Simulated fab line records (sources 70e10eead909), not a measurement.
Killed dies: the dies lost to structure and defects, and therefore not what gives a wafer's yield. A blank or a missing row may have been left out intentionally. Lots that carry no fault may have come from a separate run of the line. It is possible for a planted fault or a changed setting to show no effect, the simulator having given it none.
Comparing a struck lot with a sound one ; flow nand_harc ; 24 out of 1302 route steps
Sound: these wafers, L720.1, L720.2, L720.4. Wafers L726.1, L726.2, L726.3 were the ones struck. The cause is named last.
For every step that has rows: the tool of each side, followed by ch and its chambers, followed by its first start. Under that, the readings that differ: sound wafers ; struck wafers ; difference of the means ; sigmas: that difference in standard deviations of wafers without a fault.
alike: same words and numbers on both sides, and readings whose means sit less than 2 such deviations apart. not compared: any withheld reading, any reading some wafer has no value for, any bound like >300 that may hide the same value, and any number with overlapping values for which the record gives no deviation.
A row with sigmas, a row that says differs or no value, or rows on one side alone: a step with any of these is where the two part. When numbers do not overlap yet have no deviation, they are printed without sigmas and do not part them. A reading that every wafer of one side lacks parts them only if that side has two wafers or more.

NHARC_P_M1_INSPECT_27:
  sound on defect_inspect-01 at day 7 06:02; struck on defect_inspect-02 at day 9 18:13
  alike: raw_defect_count
NHARC_P_M1_PRE_CLEAN_32: time 12 s.
  sound on pecvd-01 ch 0,1, day 7 06:07; struck on pecvd-03 ch 0,1,2, day 9 18:17
  alike: heater_power_w
NHARC_P_M1_DEP_33: deposits SiCN, target thk 30 nm.
  sound on pecvd-01 ch 0,1, day 7 06:11; struck on pecvd-03 ch 0,1,2, day 9 18:22
  alike: chamber_pressure_Torr, heater_power_w
then, 8 steps without rows for these wafers: NHARC_P_M2_DEP_00 (deposits SiOC, target thk 182.5 nm); NHARC_P_M2_DEHYDRATE_01 (time 120 s); NHARC_P_M2_HMDS_02 (time 30 s); NHARC_P_M2_COAT_34 (time 65 s); NHARC_P_M2_COAT_03 (resist thk 90 nm); NHARC_P_M2_SOFTBAKE_04 (time 55 s); NHARC_P_M2_EBR_05; NHARC_P_M2_EXPOSE_06 (exposes mask P M2, target cd 170 nm).
NHARC_P_M2_PEB_07: peb time 65 s.
  sound on litho_track-04 ch 0, day 7 07:13; struck on litho_track-01 ch 0, day 9 19:32
reading;sound;struck;difference;sigmas
heater_power_total_W (W);156.9 156.4 157.0;159.6 160.6 160.3;+3.4;+8
plate_temp_C (C);99.94 99.90 100.16;101.69 101.50 101.66;+1.62;+15
then, 1 step without rows for these wafers: NHARC_P_M2_DEVELOP_08 (develop time 35 s).
NHARC_P_M2_CD_MEAS_09 targets a cd of 170 nm.
  sound on cd_sem-01 ch 0, day 7 07:18; struck on cd_sem-03 ch 0, day 9 19:37
reading;sound;struck;difference;sigmas
cd_nm (nm);170.2 170.9 170.3;176.6 175.0 175.8;+5.3;+9
NHARC_P_M2_OVL_MEAS_10: pitch 340 nm.
  sound on overlay-02 at day 7 07:23; struck on overlay-01 at day 9 19:42
  alike: overlay_x_nm, overlay_y_nm
NHARC_P_M2_INSPECT_11:
  sound on defect_inspect-01 at day 7 07:25; struck on defect_inspect-02 at day 9 19:44
  alike: raw_defect_count
NHARC_P_M2_DESCUM_14: chemistry O2, time 3 s.
  sound on rie_diel-08 ch 0,1,3, day 7 07:29; struck on rie_diel-05 ch 1,2,3, day 9 19:48
reading;sound;struck;difference;sigmas
rf_hours_counter_h (h);7.0 6.3 6.8;8.9 8.5 8.3;+1.9;
model.P_M2.cd_nm (nm);170.3 169.9 169.8;176.8 175 174.8;+5.5;
  alike: drypump_motor_current_A, oes_product_au, rf_vpp_V, showerhead_plenum_p_Torr, throttle_valve_pct
NHARC_P_M2_ETCH_35: etches the open film in N2/H2, target depth 40 nm, overetch 12 nm, time 43.94 s.
  sound on rie_diel-08 ch 0,1,3, day 7 07:34; struck on rie_diel-05 ch 0,2,3, day 9 19:53
reading;sound;struck;difference;sigmas
rf_hours_counter_h (h);7.0 6.3 6.8;8.9 9.0 8.3;+2.0;
  alike: drypump_motor_current_A, oes_product_au, rf_vpp_V, showerhead_plenum_p_Torr, throttle_valve_pct
NHARC_P_M2_ETCH_15: etches the open film in C4F8/Ar, target depth 182.5 nm, time 91.2 s.
  sound on rie_diel-08 ch 0,1,3; struck on rie_diel-05 ch 0,2,3
reading;sound;struck;difference;sigmas
rf_hours_counter_h (h);7.0 6.9 6.3;9.0 8.3 8.9;+2.0;
  alike: oes_product_au, rf_vpp_V
NHARC_P_M2_CD_MEAS_16:
  sound on cd_sem-03 at day 7 07:47; struck on cd_sem-01 at day 9 20:06
reading;sound;struck;difference;sigmas
cd_nm (nm);170.5 169.9 170.1;176.8 174.7 174.5;+5.2;+6
NHARC_P_M2_STRIP_18: strips in N2/H2.
  sound on rie_diel-07 ch 0,1,2, day 7 07:52; struck on rie_diel-07 ch 1,2,3, day 9 20:12
reading;sound;struck;difference;sigmas
rf_hours_counter_h (h);1.7 1.7 1.3;6.5 6.4 5.9;+4.7;
  alike: drypump_motor_current_A, oes_product_au, rf_vpp_V, showerhead_plenum_p_Torr, throttle_valve_pct
NHARC_P_M2_ETCH_28: etches the open film in CF4/N2, target depth 30 nm, time 72.99 s.
  sound on rie_diel-07 ch 0,1,2; struck on rie_diel-07 ch 0,1,2
reading;sound;struck;difference;sigmas
rf_hours_counter_h (h);1.7 1.3 1.7;6.5 6.0 5.9;+4.6;
model.P_M2.cd_nm (nm);170.4 168.9 170.4;176.8 175.2 175.1;+5.8;
  alike: drypump_motor_current_A, oes_product_au, rf_vpp_V, showerhead_plenum_p_Torr, throttle_valve_pct
then, 1 step without rows for these wafers: NHARC_P_M2_STRIP_19 (strips in post etch residue remover, time 600 s).
-- record jumps: 18 days between struck wafers' starts before vs after; left off in module P_M2, resumes in module END, first step shown is number 1302 of the route --
NHARC_END_SORT_01:
  the record has rows for the struck wafers here (prober-01 ch 0, day 27 21:13) and none for the sound ones

## WHERE THEY PART
At NHARC_P_M2_PEB_07 first; at NHARC_END_SORT_01 last (within this record only).

WHY: the cause the simulator had injected
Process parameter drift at NHARC_P_M2_PEB_07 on litho_track-01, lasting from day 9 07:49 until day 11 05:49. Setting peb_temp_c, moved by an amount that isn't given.
